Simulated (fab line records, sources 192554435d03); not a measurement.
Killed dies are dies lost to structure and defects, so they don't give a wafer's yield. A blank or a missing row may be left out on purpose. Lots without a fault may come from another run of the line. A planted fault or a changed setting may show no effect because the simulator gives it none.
Which tool did it? | flow n5_finfet | 24 lots, 72 wafers sampled, at 2 steps of a route of 1938

WHAT THE GAUGES READ, wafer by wafer
N5_MOL_CONTACT_COAG_CD_MEAS_84: target cd 25.1 nm. Usual: cd_nm 24.96 nm, standard deviation 0.25.
lot  | measured     | on        | cd_nm (nm)        | flag
L074 | day 5 06:16  | cd_sem-02 | 24.40 25.02 25.43 |
L075 | day 5 14:11  | cd_sem-03 | 24.93 24.61 25.21 |
L076 | day 5 19:37  | cd_sem-01 | 25.24 25.37 24.95 |
L077 | day 5 21:05  | cd_sem-03 | 25.14 24.81 24.85 |
L078 | day 6 07:41  | cd_sem-03 | 25.16 24.86 24.91 |
L079 | day 6 08:59  | cd_sem-02 | 24.76 24.84 24.42 |
L080 | day 6 19:10  | cd_sem-03 | 25.19 24.55 25.02 |
L081 | day 6 23:17  | cd_sem-03 | 24.76 24.80 24.97 |
L082 | day 7 08:05  | cd_sem-01 | 25.44 25.38 25.55 |
L083 | day 7 14:32  | cd_sem-03 | 24.94 24.96 24.43 |
L084 | day 7 21:35  | cd_sem-03 | 24.68 25.40 24.83 |
L085 | day 8 01:10  | cd_sem-03 | 24.64 24.73 24.89 |
L086 | day 8 07:52  | cd_sem-02 | 24.79 25.10 24.68 |
L087 | day 8 09:08  | cd_sem-02 | 24.98 24.72 25.22 |
L088 | day 8 15:53  | cd_sem-01 | 24.94 24.99 24.67 |
L089 | day 9 00:51  | cd_sem-01 | 25.19 25.01 24.82 |
L090 | day 9 03:52  | cd_sem-03 | 24.43 25.08 24.72 |
L091 | day 9 11:23  | cd_sem-02 | 24.78 25.03 25.13 |
L092 | day 9 16:41  | cd_sem-02 | 24.96 25.07 25.51 |
L093 | day 10 00:22 | cd_sem-01 | 24.80 25.16 25.08 |
L094 | day 10 01:23 | cd_sem-01 | 25.05 24.68 25.31 |
L095 | day 10 07:13 | cd_sem-03 | 24.52 25.02 24.99 |
L096 | day 10 14:44 | cd_sem-01 | 25.20 25.19 25.09 |
L097 | day 10 19:21 | cd_sem-01 | 25.09 24.98 24.92 |

WHICH TOOL RAN EACH LOT (tool, then ch and the chambers of the sampled wafers, then the start)
lot  | N5_MOL_CONTACT_COAG_PRE_CLEAN_141
L074 | pvd_sputter-02, day 4 22:56
L075 | pvd_sputter-01, day 5 05:22
L076 | pvd_sputter-01, day 5 10:38
L077 | pvd_sputter-03, day 5 14:20
L078 | pvd_sputter-02, day 5 23:09
L079 | pvd_sputter-01, day 6 02:12
L080 | pvd_sputter-03, day 6 12:11
L081 | pvd_sputter-03, day 6 16:32
L082 | pvd_sputter-02, day 7 00:17
L083 | pvd_sputter-01, day 7 08:13
L084 | pvd_sputter-03, day 7 13:14
L085 | pvd_sputter-02, day 7 18:56
L086 | pvd_sputter-02, day 8 01:13
L087 | pvd_sputter-01, day 8 03:10
L088 | pvd_sputter-01, day 8 09:37
L089 | pvd_sputter-01, day 8 18:14
L090 | pvd_sputter-03, day 8 20:49
L091 | pvd_sputter-02, day 9 03:19
L092 | pvd_sputter-01, day 9 10:15
L093 | pvd_sputter-03, day 9 17:57
L094 | pvd_sputter-01, day 9 19:35
L095 | pvd_sputter-02, day 10 01:22
L096 | pvd_sputter-01, day 10 08:57
L097 | pvd_sputter-03, day 10 12:13
- N5_MOL_CONTACT_COAG_PRE_CLEAN_141: time 60 s.

WHAT THE TOOLS THEMSELVES READ (means of the sampled wafers that have a number; where no wafer has one, the mark that the record gives instead)
N5_MOL_CONTACT_COAG_PRE_CLEAN_141. Usual: heater_power_w 455 W, standard deviation 44.
lot  | tool           | heater_power_w (W) | flag
L074 | pvd_sputter-02 | 470                |
L075 | pvd_sputter-01 | 492                |
L076 | pvd_sputter-01 | 494                |
L077 | pvd_sputter-03 | 412                |
L078 | pvd_sputter-02 | 478                |
L079 | pvd_sputter-01 | 495                |
L080 | pvd_sputter-03 | 376                |
L081 | pvd_sputter-03 | 463                |
L082 | pvd_sputter-02 | 472                |
L083 | pvd_sputter-01 | 427                |
L084 | pvd_sputter-03 | 457                |
L085 | pvd_sputter-02 | 488                |
L086 | pvd_sputter-02 | 473                |
L087 | pvd_sputter-01 | 457                |
L088 | pvd_sputter-01 | 486                |
L089 | pvd_sputter-01 | 421                |
L090 | pvd_sputter-03 | 448                |
L091 | pvd_sputter-02 | 471                |
L092 | pvd_sputter-01 | 454                |
L093 | pvd_sputter-03 | 416                |
L094 | pvd_sputter-01 | 458                |
L095 | pvd_sputter-02 | 471                |
L096 | pvd_sputter-01 | 458                |
L097 | pvd_sputter-03 | 430                |

THE ANSWER, worked out from the rows above alone
Rule: a lot is off if the mean of its wafers that have a number lies more than 3 standard deviations from the usual mean. A lot without any number at a reading at which 4 lots or more have one is off too. The other lots that the step has rows for count as sound. The gauges are gone through in route order, then the tools' own readings, and for those a lot's mean is taken as printed above. The first step at which some lot is off is used, and at that step the reading that is off furthest; a lot without a number counts as furthest.
No lot is off at any reading shown: from this, nothing can be told.

WHAT THE SIMULATOR HAD PUT IN
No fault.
